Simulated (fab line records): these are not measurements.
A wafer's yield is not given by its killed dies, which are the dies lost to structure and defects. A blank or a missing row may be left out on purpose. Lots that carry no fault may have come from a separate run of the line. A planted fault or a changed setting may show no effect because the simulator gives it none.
Chamber matching ; flow n5 finfet ; ald sin-04 running N5_FIN_SAQP_ALD_61: 4 sister chambers
The step deposits SiO2, target thk 4 nm, pulse time 1 s, purge time 2 s. 14 wafers are shown with their chamber, then 7 later ones without.

== WAFERS PAIRED WITH THEIR CHAMBERS ==
wafer;chamber;heater power w (W);precursor pulse height rel
L432.1;0;384;1.005
L432.3;1;444;0.990
L432.5;0;400;1.004
L434.2;3;604;1.021
L434.5;1;447;0.993
L434.6;0;401;1.022
L435.1;2;542;1.018
L435.2;3;604;1.025
L435.4;1;448;0.970
L440.1;3;598;1.055
L440.2;1;452;0.972
L440.3;2;545;1.013
L441.2;2;540;1.004
L441.5;2;542;1.024

SIGNATURES (means of the wafers above)
reading;chamber 0;chamber 1;chamber 2;chamber 3;scatter within a chamber
heater power w;395.00;447.75;542.25;602.00;5.01
precursor pulse height rel;1.01033;0.98125;1.01475;1.03367;0.0124
Rule: for each reading, subtract the chamber's mean from the wafer's reading, divide by that reading's scatter and square the result; add these up over the readings and take the root, which gives the wafer's distance from the chamber. If the next closest chamber is less than 2 further off than the closest, the wafer can't be placed; otherwise it belongs to the closest. The scatter: take each reading less its chamber's mean, square it, sum over the shown wafers, divide by the number of wafers less the number of chambers, and take the root.

== WAFERS WHOSE CHAMBER IS MISSING ==
wafer;heater power w (W);precursor pulse height rel
L441.6;606;1.015
L450.4;430;0.970
L450.5;527;1.005
L450.6;596;0.988
L453.1;614;0.997
L453.2;530;1.000
L453.6;409;0.985

== WHICH CHAMBER EACH ONE RAN IN ==
wafer;from the rows above;in truth
L441.6;3;3
L450.4;1;1
L450.5;2;2
L450.6;3;3
L453.1;3;3
L453.2;2;2
L453.6;0;0
Correct placement for 7 of the 7. Not placeable from these rows: 0. Placed wrongly: 0.
